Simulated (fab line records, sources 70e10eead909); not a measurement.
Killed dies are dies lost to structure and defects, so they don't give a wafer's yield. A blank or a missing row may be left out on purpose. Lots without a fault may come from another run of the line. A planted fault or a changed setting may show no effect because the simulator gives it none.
fab line records | flow nand_harc
record lots=6 wafers=18 last_day=28
route steps=1159 shown P_GATE@127
lots that met no fault: from a run of the same line without faults
start_h: hours from the record's first day to the start of the lot's first wafer shown | wait_h: hours since the lot's step before | " the same as in the row above | L1.1+2: a row that stands for several wafers | - no value, or no start given | * or withheld: withheld | < > ~ a bound
route shown NAME@n: a module of which the file shows steps, and the number in the route of the first | usual: mean/standard deviation of fault-free wafers | same: alike in all rows | chamber/n: place in a boat | sites: the reading at each site | _std_site: their standard deviation | _edge_site: outer sites' mean less inner sites' | radius_mm: how far each site lies from the wafer's centre | mask NAME#n: copy n | behind: the tool/chamber that last shaped the wafer | hold: why the lot was held/for how many hours/how that ended | device: the transistor (n, p or np) that didn't switch | end of line: the same wafers' tests at the end of the route | a step without rows: its recipe alone | killed: dies lost to structure and defects at the first sort, not the wafer's yield | map: a wafer's dies, x killed, . not, _ none there
set.NAME: the setting as run; set.NAME@STEP: as run at that earlier step | model.NAME: the simulator's own value behind a step, which no gauge read
lots at some steps of the route; a table a step, a row a wafer
services: from which hour (start_h, from the record's first day; less than 0 if before it) a tool's chamber was out of use, for how many hours, and why
## steps
# step NHARC_P_GATE_PRECLEAN_71
# recipe time_s=* temp_c=50 bath_age_min=0 chemistry=SC1
# step NHARC_P_GATE_SRD_72
# step NHARC_P_GATE_OXIDE_16
# recipe target_thk_a=30 temp_c=875 ox_time_s=392 material=SiO2
# step NHARC_P_GATE_CVD_17
# recipe target_thk_a=1500 temp_c=620 time_s=900 material=poly-Si
# step NHARC_P_GATE_HM_DEP_102
# recipe target_thk_a=1200 temp_c=400 material=aC
# usual throttle_valve_pct=34.999/0.0087
# columns lot.wafer tool chamber start_h wait_h throttle_valve_pct
L137.2 acl_dep-02 0 125.46 2.0 35.009
L137.3 " 0 " " 35.003
L137.5 " 0 " " 34.994
L144.1 acl_dep-03 0 146.99 0.4 34.999
L144.3 " 0 " " 34.984
L144.6 " 0 " " 34.999
L145.3 acl_dep-02 0 163.75 1.2 35.001
L145.4 " 0 " " 35.011
L145.5 " 0 " " 35.011
L151.1 acl_dep-01 0 189.24 0.4 34.999
L151.2 " 0 " " 35.015
L151.3 " 0 " " 34.996
L154.2 acl_dep-02 0 206.53 0.5 35.009
L154.4 " 0 " " 35.003
L154.5 " 0 " " 35.008
L157.3 acl_dep-01 0 219.65 3.1 35.002
L157.4 " 0 " " 34.994
L157.5 " 0 " " 34.987
# step NHARC_P_GATE_DEP_103
# recipe target_thk_a=300 target_thk_nm=30 temp_c=400 flow_sccm=200 rf_w=350 material=SiON
# usual heater_power_w=753/77 rf_fwd_power_W=348.4/1.3
# columns lot.wafer tool chamber start_h wait_h heater_power_w rf_fwd_power_W
L137.2 pecvd-04 0 126.01 0.4 661 348.4
L137.3 " 1 " " 619 349.2
L137.5 " 1 " " 625 349.4
L144.1 pecvd-02 1 147.68 0.6 780 349.7
L144.3 " 2 " " 804 347.1
L144.6 " 0 " " 823 348.9
L145.3 pecvd-03 2 164.21 0.3 772 349.1
L145.4 " 2 " " 774 348.5
L145.5 " 0 " " 823 348.3
L151.2 pecvd-02 0 189.90 0.5 731 350.5
L151.1 " 1 " " 772 347.5
L151.3 " 2 " " 789 352.1
L154.2 pecvd-03 1 207.11 0.5 791 346.8
L154.4 " 1 " " 783 346.8
L154.5 " 2 " " 769 349.7
L157.3 pecvd-03 2 220.15 0.4 725 348.1
L157.4 " 0 " " 877 349.3
L157.5 " 1 " " 834 348.5
# step NHARC_P_GATE_DEHYDRATE_18
# recipe temp_c=150 time_s=120
# step NHARC_P_GATE_HMDS_19
# recipe time_s=30
# step NHARC_P_GATE_COAT_20
# recipe spin_rpm=1500 resist_thk_nm=90
# step NHARC_P_GATE_SOFTBAKE_21
# recipe temp_c=105 time_s=55
# step NHARC_P_GATE_EBR_22
# step NHARC_P_GATE_EXPOSE_23
# recipe na=1.35 target_cd_nm=120 dose_mj=93.91 mask_id=P_GATE
# step NHARC_P_GATE_PEB_24
# recipe peb_temp_c=100 peb_time_s=65
# columns lot.wafer tool chamber start_h wait_h
L137.2+3+5 litho_track-06 0 126.62 0.1
L144.1+3+6 litho_track-04 0 148.13 0.1
L145.3+4+5 litho_track-04 0 164.81 0.0
L151.1+2+3 litho_track-04 0 190.65 0.1
L154.2+4+5 litho_track-04 0 207.56 0.1
L157.3+4+5 litho_track-01 0 220.69 0.0
# step NHARC_P_GATE_DEVELOP_25
# recipe develop_time_s=35 dev_temp_c=23
# step NHARC_P_GATE_CD_MEAS_26
# recipe target_cd_nm=120 landing_energy_ev=500
# usual cd_nm=120.2/0.66
# columns lot.wafer tool chamber start_h wait_h cd_nm
L137.2 cd_sem-03 0 126.70 - 120.5
L137.3 " 0 " " 120.0
L137.5 " 0 " " 119.7
L144.1 cd_sem-02 0 148.21 - 121.1
L144.3 " 0 " " 121.0
L144.6 " 0 " " 120.3
L145.3 cd_sem-03 0 164.89 - 120.7
L145.4 " 0 " " 120.4
L145.5 " 0 " " 121.2
L151.1 cd_sem-01 0 190.73 - 117.1
L151.2 " 0 " " 121.5
L151.3 " 0 " " 121.6
L154.2 cd_sem-01 0 207.64 - 120.1
L154.4 " 0 " " 119.4
L154.5 " 0 " " 117.7
L157.3 cd_sem-01 0 220.78 - 119.3
L157.4 " 0 " " 119.5
L157.5 " 0 " " 119.4
# step NHARC_P_GATE_OVL_MEAS_27
# usual overlay_x_nm=0.1/0.86 overlay_y_nm=0.0/0.92
# columns lot.wafer tool chamber start_h wait_h overlay_x_nm overlay_y_nm
L137.2 overlay-01 - 126.79 - -0.6 -0.5
L137.3 " - " " 0.2 -1.4
L137.5 " - " " -0.4 -1.5
L144.1 overlay-01 - 148.29 - 1.0 -0.4
L144.3 " - " " 0.2 -0.1
L144.6 " - " " 0.2 -0.2
L145.3 overlay-01 - 164.98 - 1.3 0.4
L145.4 " - " " 0.8 0.3
L145.5 " - " " 0.4 0.5
L151.1 overlay-01 - 190.82 - 0.0 2.5
L151.2 " - " " 0.3 1.6
L151.3 " - " " 0.8 2.1
L154.2 overlay-01 - 207.73 - -0.2 -0.1
L154.4 " - " " -0.3 0.6
L154.5 " - " " -0.7 0.1
L157.3 overlay-01 - 220.86 - 1.3 0.2
L157.4 " - " " 1.1 -0.3
L157.5 " - " " 1.8 0.3
# step NHARC_P_GATE_INSPECT_28
# usual raw_defect_count=6.1/2.6
# columns lot.wafer tool chamber start_h wait_h raw_defect_count
L137.2 defect_inspect-01 - 126.82 0.0 5
L137.3 " - " " 10
L137.5 " - " " 7
L144.1 defect_inspect-01 - 148.33 0.0 2
L144.3 " - " " 9
L144.6 " - " " 6
L145.3 defect_inspect-01 - 165.02 0.0 4
L145.4 " - " " 5
L145.5 " - " " 6
L151.1 defect_inspect-02 - 190.85 0.0 5
L151.2 " - " " 3
L151.3 " - " " 8
L154.2 defect_inspect-01 - 207.76 0.0 7
L154.4 " - " " 5
L154.5 " - " " 7
L157.3 defect_inspect-01 - 220.90 0.0 5
L157.4 " - " " 8
L157.5 " - " " 8
# step NHARC_P_GATE_DESCUM_31
# recipe time_s=3 o2_flow_sccm=200 ar_flow_sccm=0 bias_power_w=0 chemistry=O2
# usual drypump_motor_current_A=5.7/0.62 oes_product_au=0.999/0.01 rf_vpp_V=58.0/0.91 showerhead_plenum_p_Torr=1.95/0.088 throttle_valve_pct=11.310/0.0095
# columns lot.wafer tool chamber start_h wait_h drypump_motor_current_A oes_product_au rf_hours_counter_h rf_vpp_V showerhead_plenum_p_Torr throttle_valve_pct model.P_GATE.cd_nm
L137.3 rie_diel-06 3 127.08 0.3 5.9 0.999 8 57.8 2.01 11.301 119.7
L137.2 " 0 " " 6.7 1.009 9 58.9 1.97 11.308 119.7
L137.5 " 0 " " 6.7 1.003 - 57.6 1.97 11.299 119.3
L144.3 rie_diel-06 2 148.39 0.1 5.3 1.006 18 59.1 1.81 11.305 120.5
L144.1 " 3 " " 5.8 0.995 17 59.8 2.01 11.307 120.8
L144.6 " 1 " " 5.0 0.990 - 58.2 2.05 11.327 119.7
L145.4 rie_diel-06 3 165.12 0.1 5.8 1.001 20 58.5 2.01 11.304 119.5
L145.3 " 1 " " 5.0 0.980 21 58.1 2.05 11.311 120.4
L145.5 " 3 " " 5.9 0.995 - 57.4 2.01 11.312 120.6
L151.3 rie_diel-05 0 190.96 0.1 5.2 0.995 4 58.0 1.94 11.322 121.8
L151.1 " 1 " " 6.1 0.998 3 57.8 1.89 11.309 117
L151.2 " 2 " " 6.4 0.998 3 59.1 2.01 11.314 121.2
L154.4 rie_diel-06 1 207.82 0.1 5.0 0.979 29 57.7 2.05 11.307 119.4
L154.2 " 3 " " 5.9 1.007 27 59.7 2.01 11.322 119.7
L154.5 " 2 " " 5.3 1.018 - 57.7 1.81 11.318 117.4
L157.4 rie_diel-06 3 220.97 0.1 5.9 0.989 28 59.7 2.01 11.318 118.7
L157.3 " 1 " " 5.0 0.982 29 57.4 2.05 11.293 119.2
L157.5 " 3 " " 5.9 1.005 - 58.4 2.01 11.299 118.5
# step NHARC_P_GATE_ETCH_104
# recipe target_depth_a=600 time_s=withheld cf4_flow_sccm=100 chf3_flow_sccm=30 ar_flow_sccm=0 rf_w=500 bias_w=200 chemistry=CF4/CHF3
# usual cf4_flow_sccm=99.98/0.3 drypump_motor_current_A=5.7/0.6 oes_product_au=0.936/0.018 rf_fwd_power_W=491.8/2.4 rf_vpp_V=371.6/2.4 showerhead_plenum_p_Torr=1.60/0.068 throttle_valve_pct=16.803/0.0093
# columns lot.wafer tool chamber start_h wait_h cf4_flow_sccm drypump_motor_current_A oes_product_au rf_fwd_power_W rf_vpp_V showerhead_plenum_p_Torr throttle_valve_pct
L137.2 rie_diel-06 0 127.18 0.1 99.94 6.7 0.949 491.8 372.4 1.61 16.791
L137.3 " 1 " " 99.70 5.0 0.924 489.0 372.7 1.68 16.800
L137.5 " 3 " " 100.10 5.9 0.930 496.5 374.5 1.65 16.798
L144.1 rie_diel-06 3 148.50 0.1 100.61 5.9 0.930 495.2 373.5 1.65 16.804
L144.3 " 1 " " 100.12 5.0 0.910 489.4 373.8 1.68 16.813
L144.6 " 2 " " 99.60 5.3 0.945 492.4 368.0 1.49 16.805
L145.3 rie_diel-06 2 165.57 0.4 99.72 5.3 0.963 491.6 367.4 1.49 16.799
L145.4 " 3 " " 99.77 5.9 0.961 493.0 373.3 1.65 16.801
L145.5 " 0 " " 99.65 6.7 0.963 492.4 371.7 1.61 16.804
L151.2 rie_diel-05 3 191.06 0.1 100.24 5.5 0.925 487.1 368.8 1.52 16.808
L151.3 " 0 " " 99.95 5.3 0.918 494.4 371.2 1.59 16.807
L151.1 " 2 " " 99.74 6.5 0.913 496.0 373.4 1.64 16.815
L154.2 rie_diel-06 3 207.91 0.1 99.99 5.9 0.931 495.0 373.8 1.65 16.795
L154.4 " 0 " " 99.95 6.7 0.920 491.7 372.3 1.61 16.805
L154.5 " 3 " " 100.54 5.8 0.931 495.4 372.9 1.65 16.806
L157.4 rie_diel-06 3 221.04 0.1 100.12 5.9 0.921 492.4 373.2 1.65 16.816
L157.3 " 1 " " 100.10 5.0 0.908 490.9 375.2 1.68 16.811
L157.5 " 0 " " 100.31 6.7 0.922 491.7 371.7 1.61 16.808
# step NHARC_P_GATE_HM_OPEN_105
# recipe target_depth_a=3600 o2_flow_sccm=400 cos_flow_sccm=20 ar_flow_sccm=0 rf_w=500 bias_w=300 chemistry=O2/COS
# usual drypump_motor_current_A=5.7/0.6 oes_product_au=1.000/0.01 rf_fwd_power_W=497.9/1.9 rf_vpp_V=468/3.1 showerhead_plenum_p_Torr=3.18/0.14 throttle_valve_pct=28.331/0.0086
# columns lot.wafer tool chamber start_h wait_h drypump_motor_current_A oes_product_au rf_fwd_power_W rf_hours_counter_h rf_vpp_V showerhead_plenum_p_Torr throttle_valve_pct
L137.3 rie_diel-06 3 - - 5.9 0.999 499.7 8 470 3.28 28.322
L137.2 " 0 " " 6.7 0.997 497.0 9 469 3.20 28.333
L137.5 " 0 " " 6.7 1.000 498.7 - 469 3.20 28.335
L144.3 rie_diel-06 3 - - 5.9 1.001 496.3 17 471 3.27 28.331
L144.1 " 2 " " 5.3 1.015 493.7 19 464 2.96 28.334
L144.6 " 3 " " 5.9 1.009 497.9 - 469 3.27 28.331
L145.4 rie_diel-06 1 - - 5.0 0.982 497.4 21 472 3.33 28.331
L145.3 " 2 " " 5.3 1.021 494.3 23 464 2.96 28.345
L145.5 " 1 " " 5.0 0.990 496.7 - 470 3.33 28.335
L151.3 rie_diel-05 3 - - 5.5 0.992 493.9 4 464 3.02 28.335
L151.2 " 0 " " 5.3 0.988 499.4 4 467 3.16 28.336
L151.1 " 2 " " 6.4 1.010 498.8 3 470 3.26 28.331
L154.4 rie_diel-06 2 - - 5.3 1.023 500.4 29 463 2.96 28.322
L154.2 " 1 " " 5.0 0.985 499.8 29 470 3.33 28.321
L154.5 " 3 " " 5.9 1.000 497.4 - 470 3.27 28.348
L157.3 rie_diel-06 0 - - 6.7 0.997 499.5 28 468 3.19 28.322
L157.4 " 2 " " 5.3 1.015 494.6 30 464 2.96 28.342
L157.5 " 0 " " 6.7 1.005 498.5 - 469 3.19 28.337
# step NHARC_P_GATE_STRIP_106
# recipe o2_flow_sccm=400 cos_flow_sccm=20 ar_flow_sccm=0 bias_w=0 chemistry=O2/COS
# step NHARC_P_GATE_ETCH_114
# recipe target_depth_a=300 overetch_a=30 time_s=16.5 ion_energy_ev=100 cf4_flow_sccm=80 o2_flow_sccm=20 ar_flow_sccm=0 rf_w=300 bias_w=100 chemistry=CF4/O2
# usual cf4_flow_sccm=79.99/0.2 drypump_motor_current_A=5.7/0.63 oes_product_au=0.998/0.011 rf_fwd_power_W=293.3/1.4 rf_vpp_V=198.5/1.3 showerhead_plenum_p_Torr=1.36/0.059 throttle_valve_pct=13.397/0.0097
# columns lot.wafer tool chamber start_h wait_h cf4_flow_sccm drypump_motor_current_A oes_product_au rf_fwd_power_W rf_hours_counter_h rf_vpp_V showerhead_plenum_p_Torr throttle_valve_pct model.P_GATE.cd_nm
L137.2 rie_diel-06 0 - - 80.11 6.7 0.996 294.3 10 198.3 1.37 13.401 121.8
L137.3 " 2 " " 79.96 5.3 0.984 293.3 10 198.0 1.27 13.378 122.9
L137.5 " 0 " " 79.98 6.7 0.992 295.2 - 198.5 1.37 13.371 122.4
L144.1 rie_diel-06 2 - - 80.04 5.3 1.018 292.3 19 197.5 1.26 13.396 120.3
L144.3 " 1 " " 80.18 5.0 0.986 292.1 18 200.1 1.43 13.375 122
L144.6 " 3 " " 80.07 5.9 0.996 293.3 - 198.0 1.40 13.395 120.2
L145.3 rie_diel-06 0 - - 79.96 6.7 1.002 294.4 20 197.3 1.37 13.397 119.6
L145.4 " 3 " " 80.04 5.8 0.984 294.6 20 199.0 1.40 13.394 118.3
L145.5 " 0 " " 80.17 6.7 0.995 292.4 - 198.6 1.37 13.386 121.2
L151.2 rie_diel-05 1 - - 79.91 6.1 1.009 292.3 3 198.4 1.32 13.394 119.9
L151.3 " 3 " " 80.02 5.5 1.000 290.6 4 198.6 1.29 13.397 126.2
L151.1 " 0 " " 80.08 5.3 1.000 293.3 4 198.8 1.35 13.406 117.9
L154.2 rie_diel-06 2 - - 80.14 5.3 1.015 292.9 30 197.8 1.26 13.383 118.6
L154.4 " 3 " " 80.10 5.9 0.994 294.6 27 199.4 1.40 13.392 120.1
L154.5 " 2 " " 80.11 5.3 1.017 293.4 - 197.2 1.26 13.405 118.5
L157.3 rie_diel-06 0 - - 80.01 6.7 1.007 293.0 28 198.7 1.37 13.409 120.6
L157.4 " 1 " " 79.97 5.0 0.988 291.7 29 198.7 1.42 13.399 119.6
L157.5 " 3 " " 79.93 5.8 1.001 295.5 - 198.9 1.40 13.397 118.2
# step NHARC_P_GATE_ETCH_32
# recipe target_depth_a=1500 over_etch_frac=1 over_etch_ion_energy_ev=40 time_s=100.1 hbr_flow_sccm=150 cl2_flow_sccm=50 rf_w=400 icp_w=400 bias_w=100 chemistry=HBr/Cl2
# usual drypump_motor_current_A=5.9/0.37 he_backside_leak_sccm=2.6/0.39 oes_product_au=0.998/0.01 rf_fwd_power_W=396.9/1.4 throttle_valve_pct=26.405/0.0096
# columns lot.wafer tool chamber start_h wait_h drypump_motor_current_A he_backside_leak_sccm oes_product_au rf_fwd_power_W rf_hours_counter_h throttle_valve_pct
L137.3 rie_si-02 1 127.86 - 6.3 2.4 0.989 395.8 0.9 26.418
L137.2 " 3 " " 6.1 2.5 0.986 394.1 0.7 26.412
L137.5 " 1 " " 6.3 2.5 0.999 396.5 - 26.401
L144.1 rie_si-01 1 148.98 - 5.6 2.5 0.998 396.9 0.1 26.410
L144.3 " 2 " " 6.4 2.7 0.982 396.8 0.0 26.421
L144.6 " 0 " " 6.2 2.4 0.999 395.7 - 26.410
L145.3 rie_si-04 1 165.94 - 6.5 2.4 1.009 397.8 0.9 26.417
L145.4 " 0 " " 5.4 3.1 1.004 397.5 0.8 26.397
L145.5 " 2 " " 5.8 2.4 0.990 397.3 - 26.405
L151.1 rie_si-02 1 191.45 - 6.3 2.4 0.998 398.8 1.8 26.406
L151.3 " 2 " " 5.8 2.4 1.008 397.5 1.5 26.395
L151.2 " 3 " " 6.1 2.6 0.996 396.5 1.4 26.410
L154.4 rie_si-02 1 208.30 - 6.3 2.4 1.002 396.6 1.9 26.408
L154.2 " 3 " " 6.1 2.5 0.996 398.3 1.5 26.400
L154.5 " 0 " " 5.9 3.1 0.991 397.7 - 26.400
L157.4 rie_si-04 2 221.42 - 5.8 2.5 0.983 397.9 1.7 26.410
L157.3 " 1 " " 6.5 2.4 1.001 397.7 1.4 26.405
L157.5 " 2 " " 5.8 2.5 0.987 397.8 - 26.399
## services
# columns tool chamber start_h hours kind
pecvd-04 - 107.32 0.5 repair
rie_diel-06 3 110.11 6.4 repair
acl_dep-01 - 111.00 13.0 pm
pecvd-03 - 111.00 13.0 pm
litho_track-06 - 117.00 7.0 pm
rie_diel-05 1 122.07 8.1 repair
pecvd-04 - 126.36 1.1 repair
rie_si-01 - 127.00 9.0 pm
litho_track-04 - 141.00 7.0 pm
pecvd-03 0 142.84 17.6 repair
rie_diel-06 0 148.36 2.1 repair
pecvd-02 - 153.05 13.0 pm
pecvd-03 - 153.61 2.5 repair
rie_diel-05 - 163.60 9.0 pm
acl_dep-02 - 168.25 13.0 pm
rie_diel-06 - 168.29 2.1 repair
pecvd-02 - 184.09 1.5 repair
pecvd-04 - 195.00 13.0 pm
pecvd-03 - 195.77 0.9 repair
rie_diel-05 0 209.18 6.5 repair
rie_si-02 - 211.00 9.0 pm
pecvd-03 - 211.72 1.0 repair
rie_si-04 2 218.61 2.5 repair
rie_si-04 - 219.04 0.3 repair
## key
first_sign step=NHARC_P_GATE_CD_MEAS_26 reading=cd_nm direction=down sigmas=4.2 usual=120.2 struck=117.4
effect none on later readings
model_effect step=NHARC_P_GATE_DESCUM_31 value=P_GATE.cd_nm without=120.4 struck=117.2
model_effect step=NHARC_P_GATE_ETCH_114 value=P_GATE.cd_nm without=121.5 struck=118.2
met_at NHARC_P_GATE_PEB_24
struck_wafers L151.1,L154.5
tester_left_out L151,L154
onset_between 164.81 190.65
fault kind=process_parameter_drift tool=litho_track-04 chamber=- onset_h=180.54 steps=NHARC_P_GATE_PEB_24 channel=peb_time_s offset=* shape=step end_h=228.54 scope=struck_wafers_only acts_in=* stated=*
# tester_left_out: of these lots the tester's yield and bins aren't shown, on N5 and GAA mostly nor the transistor test; their killed dies are dies lost to structure and defects alone, not to doping, threshold or leakage, so they don't give the yield
